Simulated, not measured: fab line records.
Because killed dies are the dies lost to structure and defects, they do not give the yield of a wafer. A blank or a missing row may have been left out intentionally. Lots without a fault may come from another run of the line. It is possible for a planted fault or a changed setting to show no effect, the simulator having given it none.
Code-filled problem report in 8D (eight disciplines) form | flow nand_harc | the parts of the form that need people (team, actions taken, sign-off) are left out

== 1. THE ISSUE ==
At NHARC_P_BONDPAD_ETCH_37, run_length_s averages 69.8 s over 2 wafers from 2 lots, while fault-free wafers read 87.3 s, standard deviation 0.4. That puts it -44 standard deviations away from the usual mean.
The step: etches the open film in N2/H2, target depth 60 nm, overetch 18 nm, time 65.91 s.
First observed at day 10 17:16: wafer L924.4, on rie_diel-02. The record holds 42 wafers of 14 lots with a number at this step. By rule, "out" or "out of limits" means more than 4 standard deviations away from the usual mean. Any other wafer with a number is counted as sound.

== 2. WHAT IT IS, WHAT IT ISN'T ==
question                    | is                | is not
which readings at this step | run_length_s      | drypump_motor_current_A, oes_product_au, rf_vpp_V, showerhead_plenum_p_Torr, throttle_valve_pct
which lots                  | L924, L925        | L916, L917, L919, L920, L921, L922, L932, L933, L934, L935, L936, L937
which wafers of those lots  | L924.4, L925.6    | L924.2, L924.6, L925.3, L925.5
read on which tools         | rie_diel-02       | rie_diel-08, rie_diel-11
when                        | from day 10 17:16 | up to then (20 sound wafers); but 20 sound wafers of L925, L932, L933, L934, L935, L936, L937 came after

== 3. THE SUSPECTS, EACH WITH WHAT RULES IT OUT ==
Counting: a tool at a process step up to the reading stays a suspect if it ran every lot that is out. Sound lots after the first of them don't rule it out here, since some wafers of a struck lot are sound.
- pecvd-04 at NHARC_P_M2_PRE_CLEAN_32 (time 12 s): kept. It ran every lot that is out, first L924 (day 10 15:22); its last sound lot up to then is L919 (day 8 14:01).
- pecvd-04 at NHARC_P_BONDPAD_DEP_00 (deposits SiCN, target thk 250 nm): kept. It ran every lot that is out, first L924 (day 10 17:16); its last sound lot up to then is L922 (day 9 19:11). NHARC_P_BONDPAD_DEP_00 gives no start for some lots, so the hours and the order of its lots are those of NHARC_P_BONDPAD_ETCH_37.
- rie_diel-02 at NHARC_P_BONDPAD_ETCH_37 (etches the open film in N2/H2, target depth 60 nm, overetch 18 nm, time 65.91 s): kept. It ran every lot that is out, first L924 (day 10 17:16); its last sound lot up to then is L921 (day 9 17:13). Its own readings are out on those wafers: run_length_s.
- rie_diel-02, NHARC_P_BONDPAD_ETCH_37: wafers that are out in chamber 3, sound lot-mates in chambers 0, 2.
Left after counting: pecvd-04 at NHARC_P_M2_PRE_CLEAN_32, pecvd-04 at NHARC_P_BONDPAD_DEP_00, rie_diel-02 at NHARC_P_BONDPAD_ETCH_37.

== 4. THE CAUSE (what the simulator had put in) ==
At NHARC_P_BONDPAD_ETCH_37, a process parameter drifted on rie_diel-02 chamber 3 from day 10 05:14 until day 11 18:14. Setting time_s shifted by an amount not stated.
3 suspects survive the count, and this tool is in that group.

== 5. THE CHAIN OF EFFECTS, in route order ==
Each row: a reading where the mean over the struck wafers with a number is more than 3 standard deviations away from the usual. Only readings whose record carries a usual standard deviation are examined. hours: median over the lots of the time between each lot's start at the first step of this table that gives one and its start at this step. sigmas: the change, counted in usual standard deviations.
hours | step                    | reading      | usual  | on struck wafers | change | sigmas
0     | NHARC_P_BONDPAD_ETCH_37 | run_length_s | 87.3 s | 69.8             | -17.5  | -44
Process steps it contains:
- NHARC_P_BONDPAD_ETCH_37: etches the open film in N2/H2, target depth 60 nm, overetch 18 nm, time 65.91 s.

== 6. WHAT WOULD HAVE CAUGHT IT SOONER ==
First out-of-limits reading in this record: day 10 17:16, which is 12 hours after fault onset at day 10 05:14.
